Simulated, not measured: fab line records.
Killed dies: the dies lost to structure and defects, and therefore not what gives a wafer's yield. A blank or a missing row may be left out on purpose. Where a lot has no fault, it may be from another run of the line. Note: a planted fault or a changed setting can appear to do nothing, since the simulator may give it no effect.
What tool caused it? || flow n5-finfet || Sampling: 24 lots, 72 wafers, 5 of 1938 route steps

## WHAT EACH GAUGE READ, for each wafer
N5_BEOL_M1_CD_MEAS_11: target cd 17.05 nm. Usual: cd-nm reads 17.04 nm (standard deviation 0.24).
{"lot": "L074", "measured": "day 6 03:46", "on": "cd-sem-01", "cd-nm (nm)": "17.03 16.99 16.97", "flag": ""}
{"lot": "L075", "measured": "day 6 08:17", "on": "cd-sem-02", "cd-nm (nm)": "16.98 17.22 16.75", "flag": ""}
{"lot": "L076", "measured": "day 6 11:02", "on": "cd-sem-02", "cd-nm (nm)": "17.17 16.56 17.02", "flag": ""}
{"lot": "L077", "measured": "day 6 17:26", "on": "cd-sem-01", "cd-nm (nm)": "16.78 17.11 16.92", "flag": ""}
{"lot": "L078", "measured": "day 7 02:10", "on": "cd-sem-01", "cd-nm (nm)": "16.75 16.78 16.98", "flag": ""}
{"lot": "L079", "measured": "day 7 10:16", "on": "cd-sem-02", "cd-nm (nm)": "16.97 17.11 17.02", "flag": ""}
{"lot": "L080", "measured": "day 7 13:46", "on": "cd-sem-02", "cd-nm (nm)": "16.78 17.12 17.07", "flag": ""}
{"lot": "L081", "measured": "day 7 16:22", "on": "cd-sem-02", "cd-nm (nm)": "17.44 16.91 16.97", "flag": ""}
{"lot": "L082", "measured": "day 8 06:22", "on": "cd-sem-02", "cd-nm (nm)": "17.19 17.02 16.98", "flag": ""}
{"lot": "L083", "measured": "day 8 06:45", "on": "cd-sem-03", "cd-nm (nm)": "17.37 17.25 17.10", "flag": ""}
{"lot": "L084", "measured": "day 8 15:56", "on": "cd-sem-01", "cd-nm (nm)": "17.35 17.55 17.66", "flag": ""}
{"lot": "L085", "measured": "day 8 23:25", "on": "cd-sem-01", "cd-nm (nm)": "16.57 17.10 17.13", "flag": ""}
{"lot": "L086", "measured": "day 9 10:56", "on": "cd-sem-02", "cd-nm (nm)": "17.05 17.02 17.10", "flag": ""}
{"lot": "L087", "measured": "day 9 11:13", "on": "cd-sem-02", "cd-nm (nm)": "17.11 16.74 16.62", "flag": ""}
{"lot": "L088", "measured": "day 9 17:02", "on": "cd-sem-02", "cd-nm (nm)": "17.31 16.85 16.92", "flag": ""}
{"lot": "L089", "measured": "day 9 17:18", "on": "cd-sem-03", "cd-nm (nm)": "17.23 17.31 17.25", "flag": ""}
{"lot": "L090", "measured": "day 9 22:46", "on": "cd-sem-03", "cd-nm (nm)": "16.71 16.73 17.03", "flag": ""}
{"lot": "L091", "measured": "day 10 06:59", "on": "cd-sem-01", "cd-nm (nm)": "17.38 17.30 16.93", "flag": ""}
{"lot": "L092", "measured": "day 10 17:33", "on": "cd-sem-03", "cd-nm (nm)": "16.90 16.65 16.69", "flag": ""}
{"lot": "L094", "measured": "day 11 03:25", "on": "cd-sem-01", "cd-nm (nm)": "16.82 16.83 17.50", "flag": ""}
{"lot": "L093", "measured": "day 11 03:39", "on": "cd-sem-01", "cd-nm (nm)": "17.24 16.69 17.10", "flag": ""}
{"lot": "L095", "measured": "day 11 09:14", "on": "cd-sem-01", "cd-nm (nm)": "17.09 16.83 17.11", "flag": ""}
{"lot": "L096", "measured": "day 11 22:38", "on": "cd-sem-02", "cd-nm (nm)": "16.80 16.93 17.11", "flag": ""}
{"lot": "L097", "measured": "day 12 01:21", "on": "cd-sem-03", "cd-nm (nm)": "16.99 17.04 16.44", "flag": ""}

N5_BEOL_M1_INSPECT_13: inspects for defects (brightfield). Usual: raw-defect-count reads 408 (standard deviation 82).
{"lot": "L074", "measured": "day 6 03:51", "on": "defect-inspect-02", "raw-defect-count": "532 341 377", "flag": ""}
{"lot": "L075", "measured": "day 6 08:23", "on": "defect-inspect-01", "raw-defect-count": "418 372 418", "flag": ""}
{"lot": "L076", "measured": "day 6 11:08", "on": "defect-inspect-01", "raw-defect-count": "402 550 501", "flag": ""}
{"lot": "L077", "measured": "day 6 17:32", "on": "defect-inspect-01", "raw-defect-count": "337 422 381", "flag": ""}
{"lot": "L078", "measured": "day 7 02:15", "on": "defect-inspect-01", "raw-defect-count": "418 299 349", "flag": ""}
{"lot": "L079", "measured": "day 7 10:21", "on": "defect-inspect-02", "raw-defect-count": "376 453 456", "flag": ""}
{"lot": "L080", "measured": "day 7 13:51", "on": "defect-inspect-01", "raw-defect-count": "358 372 512", "flag": ""}
{"lot": "L081", "measured": "day 7 16:27", "on": "defect-inspect-02", "raw-defect-count": "552 426 352", "flag": ""}
{"lot": "L082", "measured": "day 8 06:28", "on": "defect-inspect-02", "raw-defect-count": "495 427 457", "flag": ""}
{"lot": "L083", "measured": "day 8 06:50", "on": "defect-inspect-02", "raw-defect-count": "546 340 385", "flag": ""}
{"lot": "L084", "measured": "day 8 16:01", "on": "defect-inspect-02", "raw-defect-count": "307 359 305", "flag": ""}
{"lot": "L085", "measured": "day 8 23:30", "on": "defect-inspect-01", "raw-defect-count": "554 517 537", "flag": ""}
{"lot": "L086", "measured": "day 9 11:02", "on": "defect-inspect-01", "raw-defect-count": "410 442 546", "flag": ""}
{"lot": "L087", "measured": "day 9 11:19", "on": "defect-inspect-02", "raw-defect-count": "298 327 327", "flag": ""}
{"lot": "L088", "measured": "day 9 17:07", "on": "defect-inspect-01", "raw-defect-count": "414 526 387", "flag": ""}
{"lot": "L089", "measured": "day 9 17:23", "on": "defect-inspect-02", "raw-defect-count": "424 426 399", "flag": ""}
{"lot": "L090", "measured": "day 9 22:52", "on": "defect-inspect-02", "raw-defect-count": "432 490 315", "flag": ""}
{"lot": "L091", "measured": "day 10 07:05", "on": "defect-inspect-02", "raw-defect-count": "472 420 429", "flag": ""}
{"lot": "L092", "measured": "day 10 17:38", "on": "defect-inspect-01", "raw-defect-count": "283 502 348", "flag": ""}
{"lot": "L094", "measured": "day 11 03:31", "on": "defect-inspect-02", "raw-defect-count": "447 316 423", "flag": ""}
{"lot": "L093", "measured": "day 11 03:44", "on": "defect-inspect-01", "raw-defect-count": "358 497 499", "flag": ""}
{"lot": "L095", "measured": "day 11 09:19", "on": "defect-inspect-02", "raw-defect-count": "390 274 390", "flag": ""}
{"lot": "L096", "measured": "day 11 22:43", "on": "defect-inspect-02", "raw-defect-count": "351 264 301", "flag": ""}
{"lot": "L097", "measured": "day 12 01:26", "on": "defect-inspect-01", "raw-defect-count": "409 376 384", "flag": ""}

## EACH LOT AND THE TOOL THAT RAN IT (in order: tool; ch and the chambers of the sampled wafers; start)
{"lot": "L074", "N5_BEOL_M0_TRENCH_ETCH_107": "rie-diel-02 ch 2,3, day 5 21:55", "N5_BEOL_M0_PRE_CLEAN_113": "pvd-sputter-02, day 5 22:47", "N5_BEOL_M0_ANNEAL_133": "pvd-sputter-02, day 6 01:03"}
{"lot": "L075", "N5_BEOL_M0_TRENCH_ETCH_107": "rie-diel-01 ch 0,3, day 6 03:02", "N5_BEOL_M0_PRE_CLEAN_113": "pvd-sputter-01, day 6 03:48", "N5_BEOL_M0_ANNEAL_133": "pvd-sputter-01, day 6 06:24"}
{"lot": "L076", "N5_BEOL_M0_TRENCH_ETCH_107": "rie-diel-05 ch 0,1,3, day 6 06:41", "N5_BEOL_M0_PRE_CLEAN_113": "pvd-sputter-01, day 6 07:28", "N5_BEOL_M0_ANNEAL_133": "pvd-sputter-02, day 6 08:13"}
{"lot": "L077", "N5_BEOL_M0_TRENCH_ETCH_107": "rie-diel-05 ch 1,2, day 6 11:20", "N5_BEOL_M0_PRE_CLEAN_113": "pvd-sputter-02, day 6 11:46", "N5_BEOL_M0_ANNEAL_133": "pvd-sputter-01, day 6 13:41"}
{"lot": "L078", "N5_BEOL_M0_TRENCH_ETCH_107": "rie-diel-02 ch 0,1,2, day 6 17:25", "N5_BEOL_M0_PRE_CLEAN_113": "pvd-sputter-01, day 6 19:53", "N5_BEOL_M0_ANNEAL_133": "pvd-sputter-02, day 6 20:40"}
{"lot": "L079", "N5_BEOL_M0_TRENCH_ETCH_107": "rie-diel-05 ch 0,2,3, day 7 04:51", "N5_BEOL_M0_PRE_CLEAN_113": "pvd-sputter-01, day 7 05:16", "N5_BEOL_M0_ANNEAL_133": "pvd-sputter-01, day 7 07:21"}
{"lot": "L080", "N5_BEOL_M0_TRENCH_ETCH_107": "rie-diel-01 ch 1,2, day 7 07:23", "N5_BEOL_M0_PRE_CLEAN_113": "pvd-sputter-03, day 7 08:11", "N5_BEOL_M0_ANNEAL_133": "pvd-sputter-03, day 7 09:20"}
{"lot": "L081", "N5_BEOL_M0_TRENCH_ETCH_107": "rie-diel-02 ch 1,2, day 7 09:17", "N5_BEOL_M0_PRE_CLEAN_113": "pvd-sputter-02, day 7 10:03", "N5_BEOL_M0_ANNEAL_133": "pvd-sputter-03, day 7 10:44"}
{"lot": "L082", "N5_BEOL_M0_TRENCH_ETCH_107": "rie-diel-05 ch 1,2, day 7 21:49", "N5_BEOL_M0_PRE_CLEAN_113": "pvd-sputter-01, day 7 22:26", "N5_BEOL_M0_ANNEAL_133": "pvd-sputter-01, day 8 01:02"}
{"lot": "L083", "N5_BEOL_M0_TRENCH_ETCH_107": "rie-diel-02 ch 0,3, day 8 00:52", "N5_BEOL_M0_PRE_CLEAN_113": "pvd-sputter-02, day 8 01:51", "N5_BEOL_M0_ANNEAL_133": "pvd-sputter-01, day 8 04:24"}
{"lot": "L084", "N5_BEOL_M0_TRENCH_ETCH_107": "rie-diel-05 ch 0,1,2, day 8 08:54", "N5_BEOL_M0_PRE_CLEAN_113": "pvd-sputter-01, day 8 09:50", "N5_BEOL_M0_ANNEAL_133": "pvd-sputter-02, day 8 11:19"}
{"lot": "L085", "N5_BEOL_M0_TRENCH_ETCH_107": "rie-diel-01 ch 0,3, day 8 18:19", "N5_BEOL_M0_PRE_CLEAN_113": "pvd-sputter-01, day 8 19:28", "N5_BEOL_M0_ANNEAL_133": "pvd-sputter-03, day 8 20:08"}
{"lot": "L086", "N5_BEOL_M0_TRENCH_ETCH_107": "rie-diel-05 ch 2,3, day 9 04:38", "N5_BEOL_M0_PRE_CLEAN_113": "pvd-sputter-02, day 9 05:16", "N5_BEOL_M0_ANNEAL_133": "pvd-sputter-02, day 9 07:27"}
{"lot": "L087", "N5_BEOL_M0_TRENCH_ETCH_107": "rie-diel-01 ch 0,1,3, day 9 07:26", "N5_BEOL_M0_PRE_CLEAN_113": "pvd-sputter-02, day 9 08:02", "N5_BEOL_M0_ANNEAL_133": "pvd-sputter-02, day 9 08:46"}
{"lot": "L088", "N5_BEOL_M0_TRENCH_ETCH_107": "rie-diel-01 ch 0,1,3, day 9 11:50", "N5_BEOL_M0_PRE_CLEAN_113": "pvd-sputter-01, day 9 12:22", "N5_BEOL_M0_ANNEAL_133": "pvd-sputter-01, day 9 13:02"}
{"lot": "L089", "N5_BEOL_M0_TRENCH_ETCH_107": "rie-diel-01 ch 1,2,3, day 9 13:04", "N5_BEOL_M0_PRE_CLEAN_113": "pvd-sputter-02, day 9 13:32", "N5_BEOL_M0_ANNEAL_133": "pvd-sputter-02, day 9 14:21"}
{"lot": "L090", "N5_BEOL_M0_TRENCH_ETCH_107": "rie-diel-05 ch 0,1,2, day 9 16:32", "N5_BEOL_M0_PRE_CLEAN_113": "pvd-sputter-02, day 9 18:01", "N5_BEOL_M0_ANNEAL_133": "pvd-sputter-02, day 9 20:46"}
{"lot": "L091", "N5_BEOL_M0_TRENCH_ETCH_107": "rie-diel-05 ch 0,2,3, day 10 01:01", "N5_BEOL_M0_PRE_CLEAN_113": "pvd-sputter-02, day 10 02:31", "N5_BEOL_M0_ANNEAL_133": "pvd-sputter-03, day 10 04:31"}
{"lot": "L092", "N5_BEOL_M0_TRENCH_ETCH_107": "rie-diel-02 ch 0,1,3, day 10 10:22", "N5_BEOL_M0_PRE_CLEAN_113": "pvd-sputter-01, day 10 11:21", "N5_BEOL_M0_ANNEAL_133": "pvd-sputter-02, day 10 13:32"}
{"lot": "L094", "N5_BEOL_M0_TRENCH_ETCH_107": "rie-diel-01 ch 0,2,3, day 10 19:48", "N5_BEOL_M0_PRE_CLEAN_113": "pvd-sputter-03, day 10 21:07", "N5_BEOL_M0_ANNEAL_133": "pvd-sputter-03, day 10 21:51"}
{"lot": "L093", "N5_BEOL_M0_TRENCH_ETCH_107": "rie-diel-01 ch 0,3, day 10 19:55", "N5_BEOL_M0_PRE_CLEAN_113": "pvd-sputter-03, day 10 21:30", "N5_BEOL_M0_ANNEAL_133": "pvd-sputter-02, day 10 22:23"}
{"lot": "L095", "N5_BEOL_M0_TRENCH_ETCH_107": "rie-diel-02 ch 0,1,2, day 11 04:10", "N5_BEOL_M0_PRE_CLEAN_113": "pvd-sputter-01, day 11 05:18", "N5_BEOL_M0_ANNEAL_133": "pvd-sputter-03, day 11 06:06"}
{"lot": "L096", "N5_BEOL_M0_TRENCH_ETCH_107": "rie-diel-02 ch 0,2,3, day 11 17:56", "N5_BEOL_M0_PRE_CLEAN_113": "pvd-sputter-02, day 11 18:59", "N5_BEOL_M0_ANNEAL_133": "pvd-sputter-03, day 11 20:02"}
{"lot": "L097", "N5_BEOL_M0_TRENCH_ETCH_107": "rie-diel-02 ch 0,1, day 11 19:59", "N5_BEOL_M0_PRE_CLEAN_113": "pvd-sputter-03, day 11 21:13", "N5_BEOL_M0_ANNEAL_133": "pvd-sputter-01, day 11 22:13"}
- N5_BEOL_M0_TRENCH_ETCH_107: etches SiOC in C4F6/O2, target depth 32.8 nm, time 16.4 s.
- N5_BEOL_M0_PRE_CLEAN_113: time 30 s.
- N5_BEOL_M0_ANNEAL_133: time 60 s.

## WHAT THE TOOLS THEMSELVES READ (means of the sampled wafers that have a number; where no wafer has one, the mark that the record gives instead)
N5_BEOL_M0_TRENCH_ETCH_107. Usual: drypump-motor-current-A 5.72 A, standard deviation 0.3; oes-product-au 0.77 a.u., standard deviation 0.081; rf-vpp-V 657 V, standard deviation 13; showerhead-plenum-p-Torr 2.85 Torr, standard deviation 0.12; throttle-valve-pct 20.91 %, standard deviation 0.22.
{"lot": "L074", "tool": "rie-diel-02", "drypump-motor-current-A (A)": 5.39, "oes-product-au (a.u.)": 0.79, "rf-vpp-V (V)": 674, "showerhead-plenum-p-Torr (Torr)": 2.84, "throttle-valve-pct (%)": 21.12, "flag": ""}
{"lot": "L075", "tool": "rie-diel-01", "drypump-motor-current-A (A)": 5.49, "oes-product-au (a.u.)": 0.92, "rf-vpp-V (V)": 642, "showerhead-plenum-p-Torr (Torr)": 2.85, "throttle-valve-pct (%)": 20.70, "flag": ""}
{"lot": "L076", "tool": "rie-diel-05", "drypump-motor-current-A (A)": 5.98, "oes-product-au (a.u.)": 0.76, "rf-vpp-V (V)": 668, "showerhead-plenum-p-Torr (Torr)": 2.97, "throttle-valve-pct (%)": 20.86, "flag": ""}
{"lot": "L077", "tool": "rie-diel-05", "drypump-motor-current-A (A)": 5.67, "oes-product-au (a.u.)": 0.76, "rf-vpp-V (V)": 660, "showerhead-plenum-p-Torr (Torr)": 2.79, "throttle-valve-pct (%)": 20.79, "flag": ""}
{"lot": "L078", "tool": "rie-diel-02", "drypump-motor-current-A (A)": 5.61, "oes-product-au (a.u.)": 0.74, "rf-vpp-V (V)": 653, "showerhead-plenum-p-Torr (Torr)": 2.74, "throttle-valve-pct (%)": 21.00, "flag": ""}
{"lot": "L079", "tool": "rie-diel-05", "drypump-motor-current-A (A)": 5.90, "oes-product-au (a.u.)": 0.77, "rf-vpp-V (V)": 669, "showerhead-plenum-p-Torr (Torr)": 2.88, "throttle-valve-pct (%)": 20.80, "flag": ""}
{"lot": "L080", "tool": "rie-diel-01", "drypump-motor-current-A (A)": 5.93, "oes-product-au (a.u.)": 0.70, "rf-vpp-V (V)": 649, "showerhead-plenum-p-Torr (Torr)": 2.80, "throttle-valve-pct (%)": 21.01, "flag": ""}
{"lot": "L081", "tool": "rie-diel-02", "drypump-motor-current-A (A)": 5.57, "oes-product-au (a.u.)": 0.72, "rf-vpp-V (V)": 647, "showerhead-plenum-p-Torr (Torr)": 2.73, "throttle-valve-pct (%)": 21.16, "flag": ""}
{"lot": "L082", "tool": "rie-diel-05", "drypump-motor-current-A (A)": 5.68, "oes-product-au (a.u.)": 0.76, "rf-vpp-V (V)": 660, "showerhead-plenum-p-Torr (Torr)": 2.78, "throttle-valve-pct (%)": 20.81, "flag": ""}
{"lot": "L083", "tool": "rie-diel-02", "drypump-motor-current-A (A)": 5.67, "oes-product-au (a.u.)": 0.73, "rf-vpp-V (V)": 662, "showerhead-plenum-p-Torr (Torr)": 2.75, "throttle-valve-pct (%)": 20.95, "flag": ""}
{"lot": "L084", "tool": "rie-diel-05", "drypump-motor-current-A (A)": 5.89, "oes-product-au (a.u.)": 0.73, "rf-vpp-V (V)": 667, "showerhead-plenum-p-Torr (Torr)": 2.86, "throttle-valve-pct (%)": 20.92, "flag": ""}
{"lot": "L085", "tool": "rie-diel-01", "drypump-motor-current-A (A)": 5.78, "oes-product-au (a.u.)": 0.89, "rf-vpp-V (V)": 646, "showerhead-plenum-p-Torr (Torr)": 2.83, "throttle-valve-pct (%)": 20.95, "flag": ""}
{"lot": "L086", "tool": "rie-diel-05", "drypump-motor-current-A (A)": 5.69, "oes-product-au (a.u.)": 0.79, "rf-vpp-V (V)": 660, "showerhead-plenum-p-Torr (Torr)": 2.79, "throttle-valve-pct (%)": 20.72, "flag": ""}
{"lot": "L087", "tool": "rie-diel-01", "drypump-motor-current-A (A)": 5.68, "oes-product-au (a.u.)": 0.81, "rf-vpp-V (V)": 645, "showerhead-plenum-p-Torr (Torr)": 2.87, "throttle-valve-pct (%)": 20.89, "flag": ""}
{"lot": "L088", "tool": "rie-diel-01", "drypump-motor-current-A (A)": 5.67, "oes-product-au (a.u.)": 0.81, "rf-vpp-V (V)": 644, "showerhead-plenum-p-Torr (Torr)": 2.87, "throttle-valve-pct (%)": 20.89, "flag": ""}
{"lot": "L089", "tool": "rie-diel-01", "drypump-motor-current-A (A)": 5.65, "oes-product-au (a.u.)": 0.74, "rf-vpp-V (V)": 644, "showerhead-plenum-p-Torr (Torr)": 2.84, "throttle-valve-pct (%)": 20.86, "flag": ""}
{"lot": "L090", "tool": "rie-diel-05", "drypump-motor-current-A (A)": 5.90, "oes-product-au (a.u.)": 0.71, "rf-vpp-V (V)": 667, "showerhead-plenum-p-Torr (Torr)": 2.86, "throttle-valve-pct (%)": 20.92, "flag": ""}
{"lot": "L091", "tool": "rie-diel-05", "drypump-motor-current-A (A)": 5.91, "oes-product-au (a.u.)": 0.75, "rf-vpp-V (V)": 669, "showerhead-plenum-p-Torr (Torr)": 2.87, "throttle-valve-pct (%)": 20.84, "flag": ""}
{"lot": "L092", "tool": "rie-diel-02", "drypump-motor-current-A (A)": 5.63, "oes-product-au (a.u.)": 0.78, "rf-vpp-V (V)": 661, "showerhead-plenum-p-Torr (Torr)": 2.85, "throttle-valve-pct (%)": 20.96, "flag": ""}
{"lot": "L094", "tool": "rie-diel-01", "drypump-motor-current-A (A)": 5.76, "oes-product-au (a.u.)": 0.90, "rf-vpp-V (V)": 649, "showerhead-plenum-p-Torr (Torr)": 2.90, "throttle-valve-pct (%)": 20.85, "flag": ""}
{"lot": "L093", "tool": "rie-diel-01", "drypump-motor-current-A (A)": 5.49, "oes-product-au (a.u.)": 0.83, "rf-vpp-V (V)": 641, "showerhead-plenum-p-Torr (Torr)": 2.83, "throttle-valve-pct (%)": 20.75, "flag": ""}
{"lot": "L095", "tool": "rie-diel-02", "drypump-motor-current-A (A)": 5.62, "oes-product-au (a.u.)": 0.79, "rf-vpp-V (V)": 655, "showerhead-plenum-p-Torr (Torr)": 2.83, "throttle-valve-pct (%)": 20.89, "flag": ""}
{"lot": "L096", "tool": "rie-diel-02", "drypump-motor-current-A (A)": 5.54, "oes-product-au (a.u.)": 0.73, "rf-vpp-V (V)": 664, "showerhead-plenum-p-Torr (Torr)": 2.77, "throttle-valve-pct (%)": 21.06, "flag": ""}
{"lot": "L097", "tool": "rie-diel-02", "drypump-motor-current-A (A)": 5.76, "oes-product-au (a.u.)": 0.75, "rf-vpp-V (V)": 653, "showerhead-plenum-p-Torr (Torr)": 2.79, "throttle-valve-pct (%)": 20.84, "flag": ""}

N5_BEOL_M0_PRE_CLEAN_113. Usual: heater-power-w reads 334 W (standard deviation 36).
{"lot": "L074", "tool": "pvd-sputter-02", "heater-power-w (W)": 369, "flag": ""}
{"lot": "L075", "tool": "pvd-sputter-01", "heater-power-w (W)": 297, "flag": ""}
{"lot": "L076", "tool": "pvd-sputter-01", "heater-power-w (W)": 329, "flag": ""}
{"lot": "L077", "tool": "pvd-sputter-02", "heater-power-w (W)": 357, "flag": ""}
{"lot": "L078", "tool": "pvd-sputter-01", "heater-power-w (W)": 314, "flag": ""}
{"lot": "L079", "tool": "pvd-sputter-01", "heater-power-w (W)": 326, "flag": ""}
{"lot": "L080", "tool": "pvd-sputter-03", "heater-power-w (W)": 315, "flag": ""}
{"lot": "L081", "tool": "pvd-sputter-02", "heater-power-w (W)": 391, "flag": ""}
{"lot": "L082", "tool": "pvd-sputter-01", "heater-power-w (W)": 323, "flag": ""}
{"lot": "L083", "tool": "pvd-sputter-02", "heater-power-w (W)": 339, "flag": ""}
{"lot": "L084", "tool": "pvd-sputter-01", "heater-power-w (W)": 325, "flag": ""}
{"lot": "L085", "tool": "pvd-sputter-01", "heater-power-w (W)": 352, "flag": ""}
{"lot": "L086", "tool": "pvd-sputter-02", "heater-power-w (W)": 368, "flag": ""}
{"lot": "L087", "tool": "pvd-sputter-02", "heater-power-w (W)": 348, "flag": ""}
{"lot": "L088", "tool": "pvd-sputter-01", "heater-power-w (W)": 299, "flag": ""}
{"lot": "L089", "tool": "pvd-sputter-02", "heater-power-w (W)": 367, "flag": ""}
{"lot": "L090", "tool": "pvd-sputter-02", "heater-power-w (W)": 354, "flag": ""}
{"lot": "L091", "tool": "pvd-sputter-02", "heater-power-w (W)": 386, "flag": ""}
{"lot": "L092", "tool": "pvd-sputter-01", "heater-power-w (W)": 299, "flag": ""}
{"lot": "L094", "tool": "pvd-sputter-03", "heater-power-w (W)": 310, "flag": ""}
{"lot": "L093", "tool": "pvd-sputter-03", "heater-power-w (W)": 311, "flag": ""}
{"lot": "L095", "tool": "pvd-sputter-01", "heater-power-w (W)": 321, "flag": ""}
{"lot": "L096", "tool": "pvd-sputter-02", "heater-power-w (W)": 347, "flag": ""}
{"lot": "L097", "tool": "pvd-sputter-03", "heater-power-w (W)": 308, "flag": ""}

N5_BEOL_M0_ANNEAL_133. Usual: heater-power-w 826 W, standard deviation 92; susceptor_temp_C_max 400.9, standard deviation 0.35.
{"lot": "L074", "tool": "pvd-sputter-02", "heater-power-w (W)": 921, "susceptor_temp_C_max": 401.0, "flag": ""}
{"lot": "L075", "tool": "pvd-sputter-01", "heater-power-w (W)": 750, "susceptor_temp_C_max": 401.0, "flag": ""}
{"lot": "L076", "tool": "pvd-sputter-02", "heater-power-w (W)": 817, "susceptor_temp_C_max": 401.1, "flag": ""}
{"lot": "L077", "tool": "pvd-sputter-01", "heater-power-w (W)": 802, "susceptor_temp_C_max": 400.9, "flag": ""}
{"lot": "L078", "tool": "pvd-sputter-02", "heater-power-w (W)": 843, "susceptor_temp_C_max": 400.8, "flag": ""}
{"lot": "L079", "tool": "pvd-sputter-01", "heater-power-w (W)": 821, "susceptor_temp_C_max": 400.9, "flag": ""}
{"lot": "L080", "tool": "pvd-sputter-03", "heater-power-w (W)": 781, "susceptor_temp_C_max": 401.3, "flag": ""}
{"lot": "L081", "tool": "pvd-sputter-03", "heater-power-w (W)": 785, "susceptor_temp_C_max": 400.9, "flag": ""}
{"lot": "L082", "tool": "pvd-sputter-01", "heater-power-w (W)": 735, "susceptor_temp_C_max": 400.7, "flag": ""}
{"lot": "L083", "tool": "pvd-sputter-01", "heater-power-w (W)": 759, "susceptor_temp_C_max": 401.0, "flag": ""}
{"lot": "L084", "tool": "pvd-sputter-02", "heater-power-w (W)": 894, "susceptor_temp_C_max": 401.0, "flag": ""}
{"lot": "L085", "tool": "pvd-sputter-03", "heater-power-w (W)": 750, "susceptor_temp_C_max": 401.0, "flag": ""}
{"lot": "L086", "tool": "pvd-sputter-02", "heater-power-w (W)": 855, "susceptor_temp_C_max": 401.0, "flag": ""}
{"lot": "L087", "tool": "pvd-sputter-02", "heater-power-w (W)": 905, "susceptor_temp_C_max": 400.7, "flag": ""}
{"lot": "L088", "tool": "pvd-sputter-01", "heater-power-w (W)": 893, "susceptor_temp_C_max": 400.8, "flag": ""}
{"lot": "L089", "tool": "pvd-sputter-02", "heater-power-w (W)": 881, "susceptor_temp_C_max": 400.7, "flag": ""}
{"lot": "L090", "tool": "pvd-sputter-02", "heater-power-w (W)": 899, "susceptor_temp_C_max": 400.8, "flag": ""}
{"lot": "L091", "tool": "pvd-sputter-03", "heater-power-w (W)": 782, "susceptor_temp_C_max": 401.2, "flag": ""}
{"lot": "L092", "tool": "pvd-sputter-02", "heater-power-w (W)": 920, "susceptor_temp_C_max": 400.9, "flag": ""}
{"lot": "L094", "tool": "pvd-sputter-03", "heater-power-w (W)": 762, "susceptor_temp_C_max": 401.0, "flag": ""}
{"lot": "L093", "tool": "pvd-sputter-02", "heater-power-w (W)": 931, "susceptor_temp_C_max": 400.8, "flag": ""}
{"lot": "L095", "tool": "pvd-sputter-03", "heater-power-w (W)": 753, "susceptor_temp_C_max": 401.0, "flag": ""}
{"lot": "L096", "tool": "pvd-sputter-03", "heater-power-w (W)": 760, "susceptor_temp_C_max": 400.8, "flag": ""}
{"lot": "L097", "tool": "pvd-sputter-01", "heater-power-w (W)": 804, "susceptor_temp_C_max": 400.8, "flag": ""}

## THE ANSWER, worked out from the rows above alone
Rule: a lot is off if the mean of its wafers that have a number lies more than 3 standard deviations from the usual mean. A lot without any number at a reading at which 4 lots or more have one is off too. All remaining lots with rows at the step are treated as sound. After the gauges, taken in route order, come the tools' own readings; for these a lot's mean is taken, as printed above. The first step at which some lot is off is used, and at that step the reading that is off furthest; a lot without a number counts as furthest.
No lot is off at any reading shown: from this, nothing can be told.

## WHAT THE SIMULATOR PUT IN
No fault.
